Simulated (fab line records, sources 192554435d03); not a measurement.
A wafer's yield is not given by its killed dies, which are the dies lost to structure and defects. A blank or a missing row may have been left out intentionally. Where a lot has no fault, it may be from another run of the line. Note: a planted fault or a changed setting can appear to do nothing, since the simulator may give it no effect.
Which tool was responsible? || flow n5Finfet || 26 wafers from 9 lots sampled at 5 of the route's 1938 steps

## WHAT THE GAUGES READ, wafer by wafer
N5_BEOL_M4_RC_MEAS_101. Usual: DIBL_N 36.3 mV/V, standard deviation 1; DIBL_P 36.2 mV/V, standard deviation 1.4; IOFF_N 0.157 nA/um, standard deviation 0.021; IOFF_P 0.206 nA/um, standard deviation 0.025; ION_N 673 uA/um, standard deviation 9; ION_P 461 uA/um, standard deviation 6.4; SS_N 71.5 mV/dec, standard deviation 0.5; SS_P 73.2 mV/dec, standard deviation 0.47; VT_N 249.9 mV, standard deviation 2.4; VT_P -250.6 mV, standard deviation 2.9.
{"lot": "L772", "measured": "day 8 05:33", "on": "prober-01", "DIBL_N (mV/V)": "35.3 37.3 34.9", "DIBL_P (mV/V)": "34.4 37.2 34.2", "IOFF_N (nA/um)": "0.136 0.170 0.129", "IOFF_P (nA/um)": "0.177 0.217 0.175", "ION_N (uA/um)": "671 682 668", "ION_P (uA/um)": "462 467 461", "SS_N (mV/dec)": "70.8 71.2 70.1", "SS_P (mV/dec)": "73.1 74.0 73.2", "VT_N (mV)": "250.8 248.2 250.4", "VT_P (mV)": "-251.1 -250.9 -252.8", "flag": ""}
{"lot": "L774", "measured": "day 8 05:05", "on": "prober-02", "DIBL_N (mV/V)": "36.7 34.9 36.6", "DIBL_P (mV/V)": "35.9 34.3 36.5", "IOFF_N (nA/um)": "0.175 0.153 0.190", "IOFF_P (nA/um)": "0.204 0.182 0.208", "ION_N (uA/um)": "683 679 689", "ION_P (uA/um)": "460 466 462", "SS_N (mV/dec)": "71.6 71.4 71.7", "SS_P (mV/dec)": "73.8 73.2 74.1", "VT_N (mV)": "249.0 250.8 248.7", "VT_P (mV)": "-251.3 -252.4 -253.0", "flag": ""}
{"lot": "L778", "measured": "day 9 13:46", "on": "prober-01", "DIBL_N (mV/V)": "37.1 35.2", "DIBL_P (mV/V)": "38.0 36.4", "IOFF_N (nA/um)": "0.200 0.175", "IOFF_P (nA/um)": "0.260 0.233", "ION_N (uA/um)": "676 681", "ION_P (uA/um)": "464 466", "SS_N (mV/dec)": "72.4 71.3", "SS_P (mV/dec)": "74.0 73.0", "VT_N (mV)": "247.1 248.7", "VT_P (mV)": "-247.2 -247.1", "flag": ""}
{"lot": "L787", "measured": "day 11 15:38", "on": "prober-01", "DIBL_N (mV/V)": "36.5 38.0 36.4", "DIBL_P (mV/V)": "35.7 37.5 35.4", "IOFF_N (nA/um)": "0.142 0.169 0.138", "IOFF_P (nA/um)": "0.199 0.228 0.196", "ION_N (uA/um)": "665 666 658", "ION_P (uA/um)": "454 463 456", "SS_N (mV/dec)": "71.3 71.4 71.1", "SS_P (mV/dec)": "73.1 73.5 73.1", "VT_N (mV)": "250.0 249.7 250.6", "VT_P (mV)": "-250.1 -248.1 -253.0", "flag": ""}
{"lot": "L789", "measured": "day 12 07:06", "on": "prober-01", "DIBL_N (mV/V)": "37.3 37.6 36.7", "DIBL_P (mV/V)": "38.0 38.4 36.6", "IOFF_N (nA/um)": "0.173 0.181 0.157", "IOFF_P (nA/um)": "0.249 0.255 0.226", "ION_N (uA/um)": "690 685 674", "ION_P (uA/um)": "471 480 466", "SS_N (mV/dec)": "72.1 72.4 72.5", "SS_P (mV/dec)": "73.8 73.7 72.7", "VT_N (mV)": "249.4 245.4 247.9", "VT_P (mV)": "-244.6 -244.6 -248.5", "flag": ""}
{"lot": "L790", "measured": "day 12 17:07", "on": "prober-02", "DIBL_N (mV/V)": "37.5 35.4 35.9", "DIBL_P (mV/V)": "35.7 34.3 34.6", "IOFF_N (nA/um)": "0.148 0.120 0.132", "IOFF_P (nA/um)": "0.179 0.157 0.162", "ION_N (uA/um)": "665 667 660", "ION_P (uA/um)": "448 455 455", "SS_N (mV/dec)": "71.8 70.2 72.1", "SS_P (mV/dec)": "73.4 72.9 72.3", "VT_N (mV)": "251.7 252.6 252.5", "VT_P (mV)": "-255.2 -255.0 -255.7", "flag": ""}
{"lot": "L791", "measured": "day 12 23:17", "on": "prober-01", "DIBL_N (mV/V)": "35.8 34.6 35.3", "DIBL_P (mV/V)": "36.5 35.0 35.7", "IOFF_N (nA/um)": "0.162 0.136 0.152", "IOFF_P (nA/um)": "0.227 0.198 0.210", "ION_N (uA/um)": "680 670 677", "ION_P (uA/um)": "469 467 468", "SS_N (mV/dec)": "71.4 71.5 71.4", "SS_P (mV/dec)": "74.0 72.7 73.7", "VT_N (mV)": "245.4 251.9 251.6", "VT_P (mV)": "-247.4 -251.0 -245.4", "flag": ""}
{"lot": "L792", "measured": "day 13 01:10", "on": "prober-01", "DIBL_N (mV/V)": "35.8 36.5 35.6", "DIBL_P (mV/V)": "34.6 34.8 34.3", "IOFF_N (nA/um)": "0.141 0.147 0.142", "IOFF_P (nA/um)": "0.206 0.210 0.208", "ION_N (uA/um)": "679 665 681", "ION_P (uA/um)": "470 463 472", "SS_N (mV/dec)": "71.0 71.5 71.0", "SS_P (mV/dec)": "73.2 72.5 72.6", "VT_N (mV)": "250.3 248.9 250.8", "VT_P (mV)": "-247.9 -246.2 -247.9", "flag": ""}
{"lot": "L794", "measured": "day 13 18:34", "on": "prober-02", "DIBL_N (mV/V)": "36.6 37.6 36.7", "DIBL_P (mV/V)": "39.0 40.5 38.5", "IOFF_N (nA/um)": "0.183 0.208 0.187", "IOFF_P (nA/um)": "0.210 0.230 0.207", "ION_N (uA/um)": "688 697 686", "ION_P (uA/um)": "469 462 462", "SS_N (mV/dec)": "71.7 71.7 72.0", "SS_P (mV/dec)": "73.4 73.7 73.4", "VT_N (mV)": "246.7 247.3 246.2", "VT_P (mV)": "-247.7 -248.8 -249.5", "flag": ""}

## EACH LOT AND THE TOOL THAT RAN IT (in order: tool; ch and the chambers of the sampled wafers; start)
{"lot": "L772", "N5_GATE_CUT_ETCH_36": "rieDiel-01 ch 0,1, day 4 20:22", "N5_GATE_CUT_STRIP_42": "rieDiel-01 ch 0,1, day 4 20:33", "N5_GATE_CUT_ETCH_19": "rieDiel-01 ch 0,1, day 4 20:35", "N5_GATE_CUT_VAPOR_ETCH_51": "rieMetal-02 ch 0, day 4 21:12"}
{"lot": "L774", "N5_GATE_CUT_ETCH_36": "rieDiel-03 ch 0,2, day 5 07:02", "N5_GATE_CUT_STRIP_42": "rieDiel-03 ch 0,2, day 5 07:13", "N5_GATE_CUT_ETCH_19": "rieDiel-03 ch 0,2, day 5 07:16", "N5_GATE_CUT_VAPOR_ETCH_51": "rieMetal-02 ch 0,1, day 5 07:36"}
{"lot": "L778", "N5_GATE_CUT_ETCH_36": "rieDiel-03 ch 1,2, day 6 04:49", "N5_GATE_CUT_STRIP_42": "rieDiel-03 ch 1,2, day 6 05:00", "N5_GATE_CUT_ETCH_19": "rieDiel-03 ch 1,2, day 6 05:02", "N5_GATE_CUT_VAPOR_ETCH_51": "rieMetal-02 ch 1, day 6 05:23"}
{"lot": "L787", "N5_GATE_CUT_ETCH_36": "rieDiel-05 ch 0,1, day 8 10:32", "N5_GATE_CUT_STRIP_42": "rieDiel-05 ch 0,1, day 8 10:43", "N5_GATE_CUT_ETCH_19": "rieDiel-05 ch 0,1, day 8 10:46", "N5_GATE_CUT_VAPOR_ETCH_51": "rieMetal-03 ch 0,1, day 8 11:07"}
{"lot": "L789", "N5_GATE_CUT_ETCH_36": "rieDiel-03 ch 2,3, day 9 00:27", "N5_GATE_CUT_STRIP_42": "rieDiel-03 ch 2,3, day 9 00:38", "N5_GATE_CUT_ETCH_19": "rieDiel-03 ch 2,3, day 9 00:41", "N5_GATE_CUT_VAPOR_ETCH_51": "rieMetal-01 ch 0, day 9 01:16"}
{"lot": "L790", "N5_GATE_CUT_ETCH_36": "rieDiel-03 ch 0,2,3, day 9 04:32", "N5_GATE_CUT_STRIP_42": "rieDiel-03 ch 0,2,3, day 9 04:44", "N5_GATE_CUT_ETCH_19": "rieDiel-03 ch 0,2,3, day 9 04:46", "N5_GATE_CUT_VAPOR_ETCH_51": "rieMetal-03 ch 0, day 9 05:07"}
{"lot": "L791", "N5_GATE_CUT_ETCH_36": "rieDiel-03 ch 0,2,3, day 9 17:48", "N5_GATE_CUT_STRIP_42": "rieDiel-03 ch 0,2,3, day 9 17:59", "N5_GATE_CUT_ETCH_19": "rieDiel-03 ch 0,2,3, day 9 18:02", "N5_GATE_CUT_VAPOR_ETCH_51": "rieMetal-01 ch 0,1, day 9 18:23"}
{"lot": "L792", "N5_GATE_CUT_ETCH_36": "rieDiel-03 ch 0,2,3, day 9 23:10", "N5_GATE_CUT_STRIP_42": "rieDiel-03 ch 0,2,3, day 9 23:21", "N5_GATE_CUT_ETCH_19": "rieDiel-03 ch 0,2,3, day 9 23:23", "N5_GATE_CUT_VAPOR_ETCH_51": "rieMetal-03 ch 0,1, day 9 23:44"}
{"lot": "L794", "N5_GATE_CUT_ETCH_36": "rieDiel-01 ch 1,3, day 10 06:46", "N5_GATE_CUT_STRIP_42": "rieDiel-01 ch 1,3, day 10 06:57", "N5_GATE_CUT_ETCH_19": "rieDiel-01 ch 1,3, day 10 06:59", "N5_GATE_CUT_VAPOR_ETCH_51": "rieMetal-01 ch 0,1, day 10 07:20"}
- N5_GATE_CUT_ETCH_36: etches SiARC in CF4, target depth 13 nm, time 21.7 s.
- N5_GATE_CUT_STRIP_42: strips in O2.
- N5_GATE_CUT_ETCH_19: etches SiNx in CH3F/O2, target depth 53.7 nm, time 76.7 s.
- N5_GATE_CUT_VAPOR_ETCH_51: etches HfO2 in BCl3/Cl2.

## WHAT THE TOOLS THEMSELVES READ (means of the sampled wafers that have a number; where no wafer has one, the mark that the record gives instead)
N5_GATE_CUT_ETCH_36. Usual: value, then standard deviation, for each; drypumpMotorCurrentA 5.6 A / 0.6; etchRfOnTimeS 21.5 s / 0.34; mfcArSccm 100.02 sccm / 0.29; oesProductAu 0.66 a.u. / 0.069; rfVppV 184.1 V / 1.5; showerheadPlenumPTorr 2.15 Torr / 0.089; throttleValvePct 15.57 % / 0.18.
{"lot": "L772", "tool": "rieDiel-01", "drypumpMotorCurrentA (A)": 5.9, "etchRfOnTimeS (s)": 21.2, "mfcArSccm (sccm)": 99.86, "oesProductAu (a.u.)": 0.78, "rfVppV (V)": 184.8, "showerheadPlenumPTorr (Torr)": 2.25, "throttleValvePct (%)": 15.45, "flag": ""}
{"lot": "L774", "tool": "rieDiel-03", "drypumpMotorCurrentA (A)": 5.3, "etchRfOnTimeS (s)": 21.5, "mfcArSccm (sccm)": 99.86, "oesProductAu (a.u.)": 0.64, "rfVppV (V)": 185.2, "showerheadPlenumPTorr (Torr)": 2.22, "throttleValvePct (%)": 15.53, "flag": ""}
{"lot": "L778", "tool": "rieDiel-03", "drypumpMotorCurrentA (A)": 5.2, "etchRfOnTimeS (s)": 21.8, "mfcArSccm (sccm)": 99.91, "oesProductAu (a.u.)": 0.65, "rfVppV (V)": 185.6, "showerheadPlenumPTorr (Torr)": 2.22, "throttleValvePct (%)": 15.46, "flag": ""}
{"lot": "L787", "tool": "rieDiel-05", "drypumpMotorCurrentA (A)": 5.1, "etchRfOnTimeS (s)": 21.5, "mfcArSccm (sccm)": 99.82, "oesProductAu (a.u.)": 0.69, "rfVppV (V)": 183.1, "showerheadPlenumPTorr (Torr)": 2.10, "throttleValvePct (%)": 15.56, "flag": ""}
{"lot": "L789", "tool": "rieDiel-03", "drypumpMotorCurrentA (A)": 5.2, "etchRfOnTimeS (s)": 21.7, "mfcArSccm (sccm)": 99.75, "oesProductAu (a.u.)": 0.64, "rfVppV (V)": 183.4, "showerheadPlenumPTorr (Torr)": 2.14, "throttleValvePct (%)": 15.51, "flag": ""}
{"lot": "L790", "tool": "rieDiel-03", "drypumpMotorCurrentA (A)": 5.2, "etchRfOnTimeS (s)": 21.9, "mfcArSccm (sccm)": 99.99, "oesProductAu (a.u.)": 0.64, "rfVppV (V)": 183.9, "showerheadPlenumPTorr (Torr)": 2.14, "throttleValvePct (%)": 15.53, "flag": ""}
{"lot": "L791", "tool": "rieDiel-03", "drypumpMotorCurrentA (A)": 5.2, "etchRfOnTimeS (s)": 21.9, "mfcArSccm (sccm)": 100.43, "oesProductAu (a.u.)": 0.63, "rfVppV (V)": 184.3, "showerheadPlenumPTorr (Torr)": 2.14, "throttleValvePct (%)": 15.54, "flag": ""}
{"lot": "L792", "tool": "rieDiel-03", "drypumpMotorCurrentA (A)": 5.3, "etchRfOnTimeS (s)": 21.8, "mfcArSccm (sccm)": 99.76, "oesProductAu (a.u.)": 0.63, "rfVppV (V)": 183.8, "showerheadPlenumPTorr (Torr)": 2.13, "throttleValvePct (%)": 15.56, "flag": ""}
{"lot": "L794", "tool": "rieDiel-01", "drypumpMotorCurrentA (A)": 5.5, "etchRfOnTimeS (s)": 21.3, "mfcArSccm (sccm)": 100.13, "oesProductAu (a.u.)": 0.77, "rfVppV (V)": 186.0, "showerheadPlenumPTorr (Torr)": 2.24, "throttleValvePct (%)": 15.33, "flag": ""}

N5_GATE_CUT_STRIP_42. Usual: drypumpMotorCurrentA 5.6 A, standard deviation 0.59; oesProductAu 0.77 a.u., standard deviation 0.08; rfVppV 3.6 V, standard deviation 0.47; showerheadPlenumPTorr 2.10 Torr, standard deviation 0.097; throttleValvePct 16.63 %, standard deviation 0.19.
{"lot": "L772", "tool": "rieDiel-01", "drypumpMotorCurrentA (A)": 5.9, "oesProductAu (a.u.)": 0.91, "rfVppV (V)": 3.2, "showerheadPlenumPTorr (Torr)": 2.22, "throttleValvePct (%)": 16.54, "flag": ""}
{"lot": "L774", "tool": "rieDiel-03", "drypumpMotorCurrentA (A)": 5.3, "oesProductAu (a.u.)": 0.74, "rfVppV (V)": 3.6, "showerheadPlenumPTorr (Torr)": 2.19, "throttleValvePct (%)": 16.62, "flag": ""}
{"lot": "L778", "tool": "rieDiel-03", "drypumpMotorCurrentA (A)": 5.2, "oesProductAu (a.u.)": 0.76, "rfVppV (V)": 3.8, "showerheadPlenumPTorr (Torr)": 2.19, "throttleValvePct (%)": 16.56, "flag": ""}
{"lot": "L787", "tool": "rieDiel-05", "drypumpMotorCurrentA (A)": 5.1, "oesProductAu (a.u.)": 0.81, "rfVppV (V)": 4.1, "showerheadPlenumPTorr (Torr)": 2.05, "throttleValvePct (%)": 16.59, "flag": ""}
{"lot": "L789", "tool": "rieDiel-03", "drypumpMotorCurrentA (A)": 5.1, "oesProductAu (a.u.)": 0.75, "rfVppV (V)": 3.6, "showerheadPlenumPTorr (Torr)": 2.10, "throttleValvePct (%)": 16.58, "flag": ""}
{"lot": "L790", "tool": "rieDiel-03", "drypumpMotorCurrentA (A)": 5.2, "oesProductAu (a.u.)": 0.74, "rfVppV (V)": 3.1, "showerheadPlenumPTorr (Torr)": 2.10, "throttleValvePct (%)": 16.61, "flag": ""}
{"lot": "L791", "tool": "rieDiel-03", "drypumpMotorCurrentA (A)": 5.2, "oesProductAu (a.u.)": 0.74, "rfVppV (V)": 4.1, "showerheadPlenumPTorr (Torr)": 2.09, "throttleValvePct (%)": 16.60, "flag": ""}
{"lot": "L792", "tool": "rieDiel-03", "drypumpMotorCurrentA (A)": 5.3, "oesProductAu (a.u.)": 0.73, "rfVppV (V)": 3.2, "showerheadPlenumPTorr (Torr)": 2.09, "throttleValvePct (%)": 16.62, "flag": ""}
{"lot": "L794", "tool": "rieDiel-01", "drypumpMotorCurrentA (A)": 5.5, "oesProductAu (a.u.)": 0.91, "rfVppV (V)": 3.2, "showerheadPlenumPTorr (Torr)": 2.19, "throttleValvePct (%)": 16.39, "flag": ""}

N5_GATE_CUT_ETCH_19. Usual: value, then standard deviation, for each; drypumpMotorCurrentA 5.6 A / 0.59; etchRfOnTimeS 76.7 s / 0.95; mfcArSccm 150.0 sccm / 0.45; oesProductAu 0.66 a.u. / 0.069; rfVppV 296.5 V / 2.6; showerheadPlenumPTorr 2.00 Torr / 0.089; throttleValvePct 16.31 % / 0.18.
{"lot": "L772", "tool": "rieDiel-01", "drypumpMotorCurrentA (A)": 5.9, "etchRfOnTimeS (s)": 75.4, "mfcArSccm (sccm)": 149.9, "oesProductAu (a.u.)": 0.78, "rfVppV (V)": 298.4, "showerheadPlenumPTorr (Torr)": 2.11, "throttleValvePct (%)": 16.22, "flag": ""}
{"lot": "L774", "tool": "rieDiel-03", "drypumpMotorCurrentA (A)": 5.3, "etchRfOnTimeS (s)": 77.5, "mfcArSccm (sccm)": 150.4, "oesProductAu (a.u.)": 0.63, "rfVppV (V)": 299.3, "showerheadPlenumPTorr (Torr)": 2.07, "throttleValvePct (%)": 16.24, "flag": ""}
{"lot": "L778", "tool": "rieDiel-03", "drypumpMotorCurrentA (A)": 5.3, "etchRfOnTimeS (s)": 65.8, "mfcArSccm (sccm)": 149.9, "oesProductAu (a.u.)": 0.72, "rfVppV (V)": 297.2, "showerheadPlenumPTorr (Torr)": 2.08, "throttleValvePct (%)": 16.23, "flag": "OFF"}
{"lot": "L787", "tool": "rieDiel-05", "drypumpMotorCurrentA (A)": 5.1, "etchRfOnTimeS (s)": 76.0, "mfcArSccm (sccm)": 150.1, "oesProductAu (a.u.)": 0.69, "rfVppV (V)": 296.3, "showerheadPlenumPTorr (Torr)": 1.96, "throttleValvePct (%)": 16.30, "flag": ""}
{"lot": "L789", "tool": "rieDiel-03", "drypumpMotorCurrentA (A)": 5.1, "etchRfOnTimeS (s)": 77.4, "mfcArSccm (sccm)": 150.2, "oesProductAu (a.u.)": 0.64, "rfVppV (V)": 295.7, "showerheadPlenumPTorr (Torr)": 2.00, "throttleValvePct (%)": 16.22, "flag": ""}
{"lot": "L790", "tool": "rieDiel-03", "drypumpMotorCurrentA (A)": 5.3, "etchRfOnTimeS (s)": 77.2, "mfcArSccm (sccm)": 150.3, "oesProductAu (a.u.)": 0.63, "rfVppV (V)": 296.7, "showerheadPlenumPTorr (Torr)": 1.99, "throttleValvePct (%)": 16.24, "flag": ""}
{"lot": "L791", "tool": "rieDiel-03", "drypumpMotorCurrentA (A)": 5.2, "etchRfOnTimeS (s)": 77.5, "mfcArSccm (sccm)": 150.1, "oesProductAu (a.u.)": 0.62, "rfVppV (V)": 296.8, "showerheadPlenumPTorr (Torr)": 1.99, "throttleValvePct (%)": 16.25, "flag": ""}
{"lot": "L792", "tool": "rieDiel-03", "drypumpMotorCurrentA (A)": 5.2, "etchRfOnTimeS (s)": 77.0, "mfcArSccm (sccm)": 150.1, "oesProductAu (a.u.)": 0.62, "rfVppV (V)": 297.6, "showerheadPlenumPTorr (Torr)": 1.99, "throttleValvePct (%)": 16.25, "flag": ""}
{"lot": "L794", "tool": "rieDiel-01", "drypumpMotorCurrentA (A)": 5.5, "etchRfOnTimeS (s)": 75.3, "mfcArSccm (sccm)": 149.6, "oesProductAu (a.u.)": 0.78, "rfVppV (V)": 297.0, "showerheadPlenumPTorr (Torr)": 2.10, "throttleValvePct (%)": 16.08, "flag": ""}

N5_GATE_CUT_VAPOR_ETCH_51. Usual: drypumpMotorCurrentA 5.9 A, standard deviation 0.42; heBacksideLeakSccm 3.37 sccm, standard deviation 0.27; oesProductAu 0.77 a.u., standard deviation 0.11.
{"lot": "L772", "tool": "rieMetal-02", "drypumpMotorCurrentA (A)": 6.2, "heBacksideLeakSccm (sccm)": 3.15, "oesProductAu (a.u.)": 0.86, "flag": ""}
{"lot": "L774", "tool": "rieMetal-02", "drypumpMotorCurrentA (A)": 6.1, "heBacksideLeakSccm (sccm)": 3.33, "oesProductAu (a.u.)": 0.85, "flag": ""}
{"lot": "L778", "tool": "rieMetal-02", "drypumpMotorCurrentA (A)": 6.0, "heBacksideLeakSccm (sccm)": 3.38, "oesProductAu (a.u.)": 0.83, "flag": ""}
{"lot": "L787", "tool": "rieMetal-03", "drypumpMotorCurrentA (A)": 5.7, "heBacksideLeakSccm (sccm)": 3.32, "oesProductAu (a.u.)": 0.78, "flag": ""}
{"lot": "L789", "tool": "rieMetal-01", "drypumpMotorCurrentA (A)": 6.2, "heBacksideLeakSccm (sccm)": 3.40, "oesProductAu (a.u.)": 0.73, "flag": ""}
{"lot": "L790", "tool": "rieMetal-03", "drypumpMotorCurrentA (A)": 5.1, "heBacksideLeakSccm (sccm)": 3.65, "oesProductAu (a.u.)": 0.89, "flag": ""}
{"lot": "L791", "tool": "rieMetal-01", "drypumpMotorCurrentA (A)": 5.6, "heBacksideLeakSccm (sccm)": 3.22, "oesProductAu (a.u.)": 0.89, "flag": ""}
{"lot": "L792", "tool": "rieMetal-03", "drypumpMotorCurrentA (A)": 5.4, "heBacksideLeakSccm (sccm)": 3.47, "oesProductAu (a.u.)": 0.83, "flag": ""}
{"lot": "L794", "tool": "rieMetal-01", "drypumpMotorCurrentA (A)": 5.9, "heBacksideLeakSccm (sccm)": 3.39, "oesProductAu (a.u.)": 0.80, "flag": ""}

## THE ANSWER, worked out from the rows above alone
Rule: take the mean of a lot's wafers that have a number; if it is more than 3 standard deviations from the usual mean, the lot is off. Also off: a lot with no number at a reading for which 4 or more lots have one. Where the step has rows for the other lots, those lots are counted as sound. The gauges are gone through in route order, then the tools' own readings, and for those a lot's mean is taken as printed above. The first step at which some lot is off is used, and at that step the reading that is off furthest; a lot without a number counts as furthest.
Off: L778, at N5_GATE_CUT_ETCH_19 (etchRfOnTimeS).
If a tool, at that step or one of the process steps before it, ran each lot that is off and ran no sound lot following the first of them, it fits. Not one of the candidates tried fits.

## WHAT WAS PUT IN BY THE SIMULATOR
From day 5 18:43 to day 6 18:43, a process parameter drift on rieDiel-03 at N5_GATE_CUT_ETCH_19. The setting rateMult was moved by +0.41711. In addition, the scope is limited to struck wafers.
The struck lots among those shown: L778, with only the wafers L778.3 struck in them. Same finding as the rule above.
